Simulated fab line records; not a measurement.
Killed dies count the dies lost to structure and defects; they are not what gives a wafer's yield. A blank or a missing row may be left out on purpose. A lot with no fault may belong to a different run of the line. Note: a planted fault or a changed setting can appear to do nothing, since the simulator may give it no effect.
Commonality check across tools + flow nandHarc + Lots sampled 11, wafers sampled 33

## REASON FOR OPENING
Flagged at NHARC_P_ZERO_WELL_CD_MEAS_24: reading cdNm, on 1 of 11 lots. Wafers without a fault read 720.4 nm, standard deviation 1.5.
Rule: a lot is flagged when every wafer of it that has a number lies more than 4 standard deviations from that mean, or none has a number. As for the other lots, they are considered sound.

| lot  | measured    | on       | cdNm (nm), wafer by wafer | flag    |
|------|-------------|----------|---------------------------|---------|
| L514 | day 1 14:35 | cdSem-03 | 720.0 718.8 722.7         |         |
| L515 | day 1 20:23 | cdSem-01 | 721.1 722.4 720.6         |         |
| L516 | day 2 03:17 | cdSem-03 | 672.1 675.1 674.8         | FLAGGED |
| L525 | day 4 08:31 | cdSem-02 | 721.0 721.3 720.0         |         |
| L526 | day 4 14:36 | cdSem-01 | 720.4 722.2 724.1         |         |
| L527 | day 4 20:34 | cdSem-03 | 720.3 717.5 719.1         |         |
| L528 | day 5 02:44 | cdSem-03 | 720.2 717.6 720.8         |         |
| L534 | day 6 14:20 | cdSem-02 | 721.4 720.3 719.9         |         |
| L535 | day 6 20:28 | cdSem-03 | 722.9 722.9 720.6         |         |
| L536 | day 7 02:38 | cdSem-01 | 718.4 719.7 720.8         |         |
| L537 | day 7 08:27 | cdSem-01 | 721.2 719.4 720.5         |         |
The numbers of the flagged lots are 674.0 nm on average: -46.4 nm against the usual, or -31 standard deviations.

## EACH LOT AND THE TOOL IT RAN ON
The record keeps 1 process step preceding the reading, out of 1159 steps on the route. Every cell lists first the tool, next ch and the chambers used by the sampled wafers, and last the start.
| lot  | flag    | NHARC_P_ZERO_WELL_EXPOSE_21     |
|------|---------|---------------------------------|
| L514 |         | krfScanner-03 ch 0, day 1 14:26 |
| L515 |         | krfScanner-03 ch 0, day 1 20:13 |
| L516 | FLAGGED | krfScanner-02 ch 0, day 2 03:07 |
| L525 |         | krfScanner-03 ch 0, day 4 08:23 |
| L526 |         | krfScanner-02 ch 0, day 4 14:28 |
| L527 |         | krfScanner-02 ch 0, day 4 20:24 |
| L528 |         | krfScanner-03 ch 0, day 5 02:34 |
| L534 |         | krfScanner-03 ch 0, day 6 14:11 |
| L535 |         | krfScanner-04 ch 0, day 6 20:19 |
| L536 |         | krfScanner-02 ch 0, day 7 02:28 |
| L537 |         | krfScanner-03 ch 0, day 7 08:18 |
What the steps here do:
- NHARC_P_ZERO_WELL_EXPOSE_21: exposes mask P NWELL, target cd 720 nm.
- NHARC_P_ZERO_WELL_CD_MEAS_24: target cd 720 nm.

## FLAGGED OVER TOTAL, TOOL BY TOOL (the gauges that took the reading come last)
| step                         | tool          | lots run | flagged | share of the flagged lots | sound lots run after its first flagged lot |
|------------------------------|---------------|----------|---------|---------------------------|--------------------------------------------|
| NHARC_P_ZERO_WELL_EXPOSE_21  | krfScanner-02 | 4        | 1       | all                       | 3 (L526,L527,L536)                         |
| NHARC_P_ZERO_WELL_EXPOSE_21  | krfScanner-03 | 6        | 0       | none                      | -                                          |
| NHARC_P_ZERO_WELL_EXPOSE_21  | krfScanner-04 | 1        | 0       | none                      | -                                          |
| NHARC_P_ZERO_WELL_CD_MEAS_24 | cdSem-01      | 4        | 0       | none                      | -                                          |
| NHARC_P_ZERO_WELL_CD_MEAS_24 | cdSem-02      | 2        | 0       | none                      | -                                          |
| NHARC_P_ZERO_WELL_CD_MEAS_24 | cdSem-03      | 5        | 1       | all                       | 3 (L527,L528,L535)                         |

## THE TABLE: WHAT IT ALLOWS
Every flagged lot went through 2 rows of the table: krfScanner-02 at NHARC_P_ZERO_WELL_EXPOSE_21 and cdSem-03 at NHARC_P_ZERO_WELL_CD_MEAS_24.
- krfScanner-02 at NHARC_P_ZERO_WELL_EXPOSE_21: 1 of its 4 lots flagged. After the first flagged lot (L526, L527, L536), sound lots still ran on it; a lasting fault on the whole tool would not permit that.
- cdSem-03 at NHARC_P_ZERO_WELL_CD_MEAS_24: 1 of its 5 lots flagged. After the first flagged lot (L527, L528, L535), sound lots still ran on it; a lasting fault on the whole tool would not permit that.
There is no row in the table that ran each flagged lot and no sound lot after the first.

## WHAT THE SIMULATOR HAD PUT IN
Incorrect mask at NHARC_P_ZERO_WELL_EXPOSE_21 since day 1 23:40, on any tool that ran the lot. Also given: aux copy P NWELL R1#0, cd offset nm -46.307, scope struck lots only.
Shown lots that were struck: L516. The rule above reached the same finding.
